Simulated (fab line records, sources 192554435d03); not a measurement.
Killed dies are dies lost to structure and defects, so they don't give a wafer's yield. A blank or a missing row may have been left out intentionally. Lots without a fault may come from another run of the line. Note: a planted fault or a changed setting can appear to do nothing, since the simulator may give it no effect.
Matching of chambers -- flow n5_finfet -- rie_diel-01 running N5_BEOL_M5_ETCH_72: 4 sister chambers
The step etches underlayer in N2/H2, target depth 6.5 nm, time 5.2 s. 16 wafers are shown with their chamber, then 8 later ones without.

## EACH WAFER AND ITS CHAMBER
wafer,chamber,showerhead_plenum_p_Torr (Torr),drypump_motor_current_A (A),throttle_valve_pct (%)
L074.1,1,2.53,6.0,18.21
L074.2,3,2.43,6.5,18.04
L074.3,0,2.54,5.7,18.17
L074.4,2,2.65,5.5,18.22
L074.5,1,2.53,6.1,18.23
L074.6,2,2.65,5.5,18.21
L080.1,0,2.53,5.8,18.18
L080.2,3,2.43,6.5,18.10
L080.6,1,2.53,6.1,18.23
L084.1,3,2.43,6.4,18.11
L084.4,0,2.53,5.8,18.19
L084.6,2,2.64,5.5,18.25
L085.2,0,2.53,5.7,18.20
L085.3,1,2.52,6.1,18.25
L085.6,2,2.64,5.5,18.22
L086.2,0,2.53,5.8,18.18

SIGNATURES, as means of the wafers listed above
reading,chamber 0,chamber 1,chamber 2,chamber 3,scatter within a chamber
showerhead_plenum_p_Torr,2.5320,2.5275,2.6450,2.4300,0.00461
drypump_motor_current_A,5.760,6.075,5.500,6.467,0.0467
throttle_valve_pct,18.1840,18.2300,18.2250,18.0833,0.0206
Rule: for a wafer and a chamber, the distance is found by dividing, reading by reading, the gap between the wafer's reading and the chamber's mean by the reading's scatter, squaring, summing and taking the root. If the next closest chamber is less than 2 further off than the closest, the wafer can't be placed; otherwise it belongs to the closest. The scatter is the square root of a quotient: the sum, over the shown wafers, of each reading's squared deviation from its chamber's mean, divided by wafers minus chambers.

## WAFERS WITH NO CHAMBER GIVEN
wafer,showerhead_plenum_p_Torr (Torr),drypump_motor_current_A (A),throttle_valve_pct (%)
L086.3,2.52,6.1,18.25
L086.4,2.64,5.5,18.27
L087.1,2.63,5.5,18.24
L087.2,2.42,6.5,18.11
L087.3,2.52,6.0,18.27
L087.4,2.53,5.8,18.22
L087.5,2.63,5.5,18.28
L087.6,2.52,6.0,18.30

## EACH ONE'S CHAMBER
wafer,from the rows above,in truth
L086.3,1,1
L086.4,2,2
L087.1,2,2
L087.2,3,3
L087.3,1,1
L087.4,0,0
L087.5,2,2
L087.6,1,1
Correctly placed: 8 of 8. Can't be placed from these rows: 0. 0 placed wrongly.
